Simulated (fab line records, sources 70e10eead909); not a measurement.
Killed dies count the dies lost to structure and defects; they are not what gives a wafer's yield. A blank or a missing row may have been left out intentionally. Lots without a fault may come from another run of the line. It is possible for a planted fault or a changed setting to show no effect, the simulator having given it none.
Chamber matching || flow nandHarc || NHARC_A_STAIRCASE_ETCH_313 on rieDiel-01: 4 sister chambers
The step etches the open film in CF4/CHF3. 16 wafers are shown with their chamber, then 7 later ones without.

== WAFERS, EACH WITH ITS CHAMBER ==
{"wafer": "L605.1", "chamber": 2, "drypumpMotorCurrentA (A)": 5.5, "showerheadPlenumPTorr (Torr)": 1.61, "rfVppV (V)": 372.1}
{"wafer": "L605.3", "chamber": 1, "drypumpMotorCurrentA (A)": 5.2, "showerheadPlenumPTorr (Torr)": 1.48, "rfVppV (V)": 366.9}
{"wafer": "L605.6", "chamber": 1, "drypumpMotorCurrentA (A)": 5.2, "showerheadPlenumPTorr (Torr)": 1.48, "rfVppV (V)": 367.3}
{"wafer": "L607.4", "chamber": 2, "drypumpMotorCurrentA (A)": 5.5, "showerheadPlenumPTorr (Torr)": 1.61, "rfVppV (V)": 370.9}
{"wafer": "L607.5", "chamber": 2, "drypumpMotorCurrentA (A)": 5.5, "showerheadPlenumPTorr (Torr)": 1.61, "rfVppV (V)": 371.3}
{"wafer": "L607.6", "chamber": 1, "drypumpMotorCurrentA (A)": 5.2, "showerheadPlenumPTorr (Torr)": 1.48, "rfVppV (V)": 368.7}
{"wafer": "L609.1", "chamber": 3, "drypumpMotorCurrentA (A)": 6.6, "showerheadPlenumPTorr (Torr)": 1.50, "rfVppV (V)": 367.9}
{"wafer": "L609.4", "chamber": 0, "drypumpMotorCurrentA (A)": 5.8, "showerheadPlenumPTorr (Torr)": 1.47, "rfVppV (V)": 366.5}
{"wafer": "L609.6", "chamber": 2, "drypumpMotorCurrentA (A)": 5.5, "showerheadPlenumPTorr (Torr)": 1.60, "rfVppV (V)": 370.7}
{"wafer": "L617.1", "chamber": 3, "drypumpMotorCurrentA (A)": 6.6, "showerheadPlenumPTorr (Torr)": 1.49, "rfVppV (V)": 368.0}
{"wafer": "L617.6", "chamber": 0, "drypumpMotorCurrentA (A)": 5.9, "showerheadPlenumPTorr (Torr)": 1.46, "rfVppV (V)": 366.1}
{"wafer": "L619.1", "chamber": 1, "drypumpMotorCurrentA (A)": 5.2, "showerheadPlenumPTorr (Torr)": 1.47, "rfVppV (V)": 367.0}
{"wafer": "L619.2", "chamber": 2, "drypumpMotorCurrentA (A)": 5.5, "showerheadPlenumPTorr (Torr)": 1.60, "rfVppV (V)": 370.7}
{"wafer": "L619.6", "chamber": 0, "drypumpMotorCurrentA (A)": 5.9, "showerheadPlenumPTorr (Torr)": 1.46, "rfVppV (V)": 367.1}
{"wafer": "L618.1", "chamber": 1, "drypumpMotorCurrentA (A)": 5.2, "showerheadPlenumPTorr (Torr)": 1.47, "rfVppV (V)": 366.4}
{"wafer": "L618.4", "chamber": 0, "drypumpMotorCurrentA (A)": 5.8, "showerheadPlenumPTorr (Torr)": 1.46, "rfVppV (V)": 366.7}

SIGNATURES (means of the wafers above)
{"reading": "drypumpMotorCurrentA", "chamber 0": 5.850, "chamber 1": 5.200, "chamber 2": 5.500, "chamber 3": 6.600, "scatter within a chamber": 0.0289}
{"reading": "showerheadPlenumPTorr", "chamber 0": 1.4625, "chamber 1": 1.4760, "chamber 2": 1.6060, "chamber 3": 1.4950, "scatter within a chamber": 0.00552}
{"reading": "rfVppV", "chamber 0": 366.600, "chamber 1": 367.260, "chamber 2": 371.140, "chamber 3": 367.950, "scatter within a chamber": 0.641}
Rule: a wafer's distance from a chamber is the root of the sum, over the readings, of the square of ((its reading less the chamber's mean) divided by the reading's scatter). If the next closest chamber is less than 2 further off than the closest, the wafer can't be placed; otherwise it belongs to the closest. How the scatter is found: for the shown wafers, subtract from each reading the mean of its chamber, square and add these, divide the total by (wafers less chambers), then take the root.

== WAFERS WITH NO CHAMBER GIVEN ==
{"wafer": "L618.5", "drypumpMotorCurrentA (A)": 5.8, "showerheadPlenumPTorr (Torr)": 1.46, "rfVppV (V)": 365.7}
{"wafer": "L626.2", "drypumpMotorCurrentA (A)": 5.2, "showerheadPlenumPTorr (Torr)": 1.46, "rfVppV (V)": 366.8}
{"wafer": "L626.4", "drypumpMotorCurrentA (A)": 6.6, "showerheadPlenumPTorr (Torr)": 1.48, "rfVppV (V)": 368.0}
{"wafer": "L626.6", "drypumpMotorCurrentA (A)": 5.8, "showerheadPlenumPTorr (Torr)": 1.70, "rfVppV (V)": 373.0}
{"wafer": "L627.2", "drypumpMotorCurrentA (A)": 5.5, "showerheadPlenumPTorr (Torr)": 1.59, "rfVppV (V)": 370.4}
{"wafer": "L627.4", "drypumpMotorCurrentA (A)": 5.2, "showerheadPlenumPTorr (Torr)": 1.46, "rfVppV (V)": 366.4}
{"wafer": "L627.6", "drypumpMotorCurrentA (A)": 5.8, "showerheadPlenumPTorr (Torr)": 1.70, "rfVppV (V)": 376.1}

== CHAMBER TAKEN BY EACH ==
{"wafer": "L618.5", "from the rows above": 0, "in truth": 0}
{"wafer": "L626.2", "from the rows above": 1, "in truth": 1}
{"wafer": "L626.4", "from the rows above": 3, "in truth": 3}
{"wafer": "L626.6", "from the rows above": 2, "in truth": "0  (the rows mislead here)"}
{"wafer": "L627.2", "from the rows above": 2, "in truth": 2}
{"wafer": "L627.4", "from the rows above": 1, "in truth": 1}
{"wafer": "L627.6", "from the rows above": 2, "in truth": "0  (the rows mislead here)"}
5 of 7 placed correctly. Can't be placed from these rows: 0. Wrongly placed: 2.
